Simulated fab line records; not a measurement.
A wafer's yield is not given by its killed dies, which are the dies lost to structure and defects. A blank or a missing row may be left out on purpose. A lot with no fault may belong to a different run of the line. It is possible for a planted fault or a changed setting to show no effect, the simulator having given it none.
Split-lot experiment    flow n5 finfet    39 wafers read from 7 lots, route of 1938 steps

== THE SPLIT ITSELF ==
At N5_HKMG_FIN_HK_ALD_01 (deposits HfO2, target thk 1.6 nm, pulse time 3 s, purge time 3 s), the setting ald cycles was moved away from the recipe's 30 on 12 of the 39 wafers read, by -56.7% to +43.3%. For the rest of the wafers, this setting stayed at what the recipe calls for.

== FROM THE SPLIT TO THE READING: what the file shows between them, 4 steps ==
- N5_HKMG_FIN_HK_ANNEAL_02: time 30 s
- N5_HKMG_FIN_ALD_74: deposits La2O3, target thk 0.5 nm, pulse time 6 s, co reactant pulse time 1 s
- N5_HKMG_FIN_WET_ETCH_82: etches La2O3 in dHCl, stops on HfO2, target depth 2 nm, rinse time 30 s
- N5_HKMG_FIN_ALD_36: deposits TiN, target thk 1 nm, pulse time 1 s, purge time 3 s

== THE READING ==
HK_THK, in nm, at N5_HKMG_FIN_THK_MEAS_70 (measures by xrf). On this fab line, fault-free wafers typically give 1.597 nm with a standard deviation of 0.019 nm.

wafer   tool, chamber at the split  ald cycles as run  against the recipe  HK_THK, nm  against lot-mates on the recipe
L075.1  ald hk-02, 1,1,2            30                 recipe              1.609       -
L075.2  ald hk-02, 2,3,0            13                 -56.7%              0.697       -0.911
L075.3  ald hk-02, 2,3,0            13                 -56.7%              0.700       -0.908
L075.4  ald hk-02, 2,3,0            13                 -56.7%              0.710       -0.898
L075.5  ald hk-02, 1,1,2            30                 recipe              1.611       -
L075.6  ald hk-02, 1,1,2            30                 recipe              1.605       -
L076.1  ald hk-01, 3,2,1            30                 recipe              1.572       -
L076.2  ald hk-01, 3,2,1            30                 recipe              1.584       -
L076.3  ald hk-01, 1,0,0            43                 +43.3%              2.289       +0.707
L076.4  ald hk-01, 1,0,0            43                 +43.3%              2.287       +0.705
L076.5  ald hk-01, 3,2,1            30                 recipe              1.589       -
L076.6  ald hk-01, 1,0,0            43                 +43.3%              2.277       +0.695
L078.1  ald hk-01, 3,2,1,0,0,1      30                 recipe              1.625       -
L078.2  ald hk-01, 3,2,1,0,0,1      30                 recipe              1.602       -
L078.3  ald hk-01, 3,2,1,0,0,1      30                 recipe              1.598       -
L078.4  ald hk-01, 3,2,1,0,0,1      30                 recipe              1.613       -
L078.5  ald hk-01, 3,2,1,0,0,1      30                 recipe              1.612       -
L078.6  ald hk-01, 3,2,1,0,0,1      30                 recipe              1.603       -
L080.1  ald hk-01, 0,1,2            25                 -16.7%              1.342       -0.242
L080.2  ald hk-01, 0,1,2            25                 -16.7%              1.339       -0.245
L080.3  ald hk-01, 0,1,2            25                 -16.7%              1.364       -0.220
L080.4  ald hk-01, 3,2,1            30                 recipe              1.606       -
L080.5  ald hk-01, 3,2,1            30                 recipe              1.581       -
L080.6  ald hk-01, 3,2,1            30                 recipe              1.564       -
L084.1  ald hk-03, 0,2,1,3,1,0      30                 recipe              1.601       -
L084.2  ald hk-03, 0,2,1,3,1,0      30                 recipe              1.596       -
L084.3  ald hk-03, 0,2,1,3,1,0      30                 recipe              1.604       -
L084.4  ald hk-03, 0,2,1,3,1,0      30                 recipe              1.578       -
L084.5  ald hk-03, 0,2,1,3,1,0      30                 recipe              1.599       -
L084.6  ald hk-03, 0,2,1,3,1,0      30                 recipe              1.596       -
L092.1  ald hk-02, 3,0,0            30                 recipe              1.594       -
L092.2  ald hk-02, 3,0,0            30                 recipe              1.608       -
L092.3  ald hk-02, 1,2,3            40                 +33.3%              2.126       +0.522
L092.4  ald hk-02, 1,2,3            40                 +33.3%              2.134       +0.530
L092.5  ald hk-02, 1,2,3            40                 +33.3%              2.120       +0.516
L092.6  ald hk-02, 3,0,0            30                 recipe              1.610       -
L094.1  ald hk-01, 0,1,2            30                 recipe              1.596       -
L094.3  ald hk-01, 0,1,2            30                 recipe              1.575       -
L094.5  ald hk-01, 0,1,2            30                 recipe              1.591       -
When a row names more than one chamber, that row covers several wafers, and the file does not tell which wafer ran in which chamber.

FIT RESULTS
A straight line over all 39 wafers: HK_THK changes by +0.0158 nm for each +1% of ald cycles; r = +1.00; the points scatter about the line by 0.013 nm.
The same after taking each lot's own level away (the mean of its wafers on the recipe; 39 wafers): +0.0159 nm for each +1%; r = +1.00; scatter 0.013 nm.
On that fit, the largest move of ald cycles shifts the reading by 0.9 nm.
The span of the lots' own levels, 1.5817 to 1.6088 nm, comes to 1.4 times the standard deviation stated above.
Hence the lot-to-lot level has little effect on the slope; both slopes agree.
Check: with one of the wafers moved furthest among these (-56.7%) left out of the fit, the line predicts -0.897 nm for it against its lot-mates. Against them it came out at -0.911 nm.

== THESE WAFERS: OTHER SPLITS ==
Other splits were also applied to these wafers ahead of the reading. Each is held against what the fit with the lots' levels taken away leaves over:
other split on the same wafers      wafers away from the commonest value  r with HK_THK (lot level and that fit taken away)
N5_FIN_SAQP_HM_DEP_03 target thk a  12                                    +0.02
N5_SD_EPI_N_ETCH_45 target depth a  15                                    -0.22

== THE WHOLE CHAIN: every reading that the file lists as answering this split, in the file's order ==
step                     what it does                                                      reading                                                                             change (the file's fit)                 r (the file's)
N5_HKMG_FIN_HK_ALD_01    deposits HfO2, target thk 1.6 nm, pulse time 3 s, purge time 3 s  HfO2_of_HKMG_FIN_HK_ALD_01.thk nm (the simulator's own value, which no gauge read)  +0.0146 nm for each +1% of the setting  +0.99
N5_HKMG_FIN_THK_MEAS_70  measures by xrf                                                   HK_THK                                                                              +0.0159 for each +1% of the setting     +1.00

== FILE'S OWN FIT ==
HK_THK changes by +0.0159 nm for each +1% of ald cycles, r = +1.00.
